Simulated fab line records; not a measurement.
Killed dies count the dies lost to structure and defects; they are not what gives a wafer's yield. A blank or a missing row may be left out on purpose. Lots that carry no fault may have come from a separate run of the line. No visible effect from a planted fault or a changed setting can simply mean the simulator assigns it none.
Chamber matching || flow nand-harc || NHARC_P_GATE_DESCUM_13 on rie-diel-04: 4 sister chambers
The step chemistry O2, time 3 s. 14 wafers are shown with their chamber, then 7 later ones without.

## WAFERS PAIRED WITH THEIR CHAMBERS
{"wafer": "L079.3", "chamber": 1, "chamber-pressure-mTorr (mTorr)": 60.04, "oes-product-au (a.u.)": 1.000, "throttle-valve-pct (%)": 11.320}
{"wafer": "L079.4", "chamber": 3, "chamber-pressure-mTorr (mTorr)": 59.99, "oes-product-au (a.u.)": 1.003, "throttle-valve-pct (%)": 11.323}
{"wafer": "L079.6", "chamber": 3, "chamber-pressure-mTorr (mTorr)": 59.97, "oes-product-au (a.u.)": 0.997, "throttle-valve-pct (%)": 11.311}
{"wafer": "L087.1", "chamber": 0, "chamber-pressure-mTorr (mTorr)": 60.01, "oes-product-au (a.u.)": 1.008, "throttle-valve-pct (%)": 11.310}
{"wafer": "L087.2", "chamber": 1, "chamber-pressure-mTorr (mTorr)": 59.93, "oes-product-au (a.u.)": 0.992, "throttle-valve-pct (%)": 11.319}
{"wafer": "L087.6", "chamber": 1, "chamber-pressure-mTorr (mTorr)": 60.06, "oes-product-au (a.u.)": 0.993, "throttle-valve-pct (%)": 11.319}
{"wafer": "L088.3", "chamber": 0, "chamber-pressure-mTorr (mTorr)": 59.96, "oes-product-au (a.u.)": 0.995, "throttle-valve-pct (%)": 11.320}
{"wafer": "L088.5", "chamber": 2, "chamber-pressure-mTorr (mTorr)": 59.94, "oes-product-au (a.u.)": 1.002, "throttle-valve-pct (%)": 11.318}
{"wafer": "L088.6", "chamber": 3, "chamber-pressure-mTorr (mTorr)": 60.04, "oes-product-au (a.u.)": 1.001, "throttle-valve-pct (%)": 11.312}
{"wafer": "L090.1", "chamber": 2, "chamber-pressure-mTorr (mTorr)": 59.91, "oes-product-au (a.u.)": 1.004, "throttle-valve-pct (%)": 11.303}
{"wafer": "L090.2", "chamber": 1, "chamber-pressure-mTorr (mTorr)": 60.04, "oes-product-au (a.u.)": 0.981, "throttle-valve-pct (%)": 11.322}
{"wafer": "L090.3", "chamber": 0, "chamber-pressure-mTorr (mTorr)": 59.99, "oes-product-au (a.u.)": 1.002, "throttle-valve-pct (%)": 11.318}
{"wafer": "L092.1", "chamber": 0, "chamber-pressure-mTorr (mTorr)": 60.01, "oes-product-au (a.u.)": 1.000, "throttle-valve-pct (%)": 11.320}
{"wafer": "L092.3", "chamber": 1, "chamber-pressure-mTorr (mTorr)": 60.09, "oes-product-au (a.u.)": 0.991, "throttle-valve-pct (%)": 11.302}

SIGNATURES (averages over the wafers above)
{"reading": "chamber-pressure-mTorr", "chamber 0": 59.9925, "chamber 1": 60.0320, "chamber 2": 59.9250, "chamber 3": 60.0000, "scatter within a chamber": 0.0441}
{"reading": "oes-product-au", "chamber 0": 1.00125, "chamber 1": 0.99140, "chamber 2": 1.00300, "chamber 3": 1.00033, "scatter within a chamber": 0.00541}
{"reading": "throttle-valve-pct", "chamber 0": 11.31700, "chamber 1": 11.31640, "chamber 2": 11.31050, "chamber 3": 11.31533, "scatter within a chamber": 0.00731}
Rule: a wafer lies at a distance from a chamber equal to the root of the sum of squares, over the readings, of (its reading less the chamber's mean, divided by the reading's scatter). If the next closest chamber is less than 2 further off than the closest, the wafer can't be placed; otherwise it belongs to the closest. The scatter: the root of (the sum of the squares of (reading less its chamber's mean) over the shown wafers, divided by (wafers less chambers)).

## WAFERS WITH NO CHAMBER GIVEN
{"wafer": "L092.5", "chamber-pressure-mTorr (mTorr)": 59.97, "oes-product-au (a.u.)": 0.989, "throttle-valve-pct (%)": 11.325}
{"wafer": "L096.4", "chamber-pressure-mTorr (mTorr)": 60.09, "oes-product-au (a.u.)": 0.991, "throttle-valve-pct (%)": 11.313}
{"wafer": "L096.5", "chamber-pressure-mTorr (mTorr)": 59.93, "oes-product-au (a.u.)": 1.003, "throttle-valve-pct (%)": 11.307}
{"wafer": "L096.6", "chamber-pressure-mTorr (mTorr)": 60.00, "oes-product-au (a.u.)": 1.023, "throttle-valve-pct (%)": 11.297}
{"wafer": "L097.1", "chamber-pressure-mTorr (mTorr)": 59.96, "oes-product-au (a.u.)": 1.011, "throttle-valve-pct (%)": 11.304}
{"wafer": "L097.3", "chamber-pressure-mTorr (mTorr)": 59.91, "oes-product-au (a.u.)": 1.011, "throttle-valve-pct (%)": 11.309}
{"wafer": "L097.4", "chamber-pressure-mTorr (mTorr)": 60.08, "oes-product-au (a.u.)": 0.986, "throttle-valve-pct (%)": 11.317}

## WHICH CHAMBER EACH WENT THROUGH
{"wafer": "L092.5", "from the rows above": "can't be placed: 1 or 0 or 3 or 2", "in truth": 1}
{"wafer": "L096.4", "from the rows above": "can't be placed: 1 or 3 or 0", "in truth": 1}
{"wafer": "L096.5", "from the rows above": "can't be placed: 2 or 0 or 3", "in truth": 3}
{"wafer": "L096.6", "from the rows above": "can't be placed: 2 or 0 or 3 or 1", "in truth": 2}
{"wafer": "L097.1", "from the rows above": "can't be placed: 2 or 0 or 3", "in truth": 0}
{"wafer": "L097.3", "from the rows above": "can't be placed: 2 or 0 or 3", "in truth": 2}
{"wafer": "L097.4", "from the rows above": "can't be placed: 1 or 3 or 0", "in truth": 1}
Correctly placed: 0 of 7. These rows do not allow placing 7 (true chamber among the candidates in 7). 0 placed wrongly.
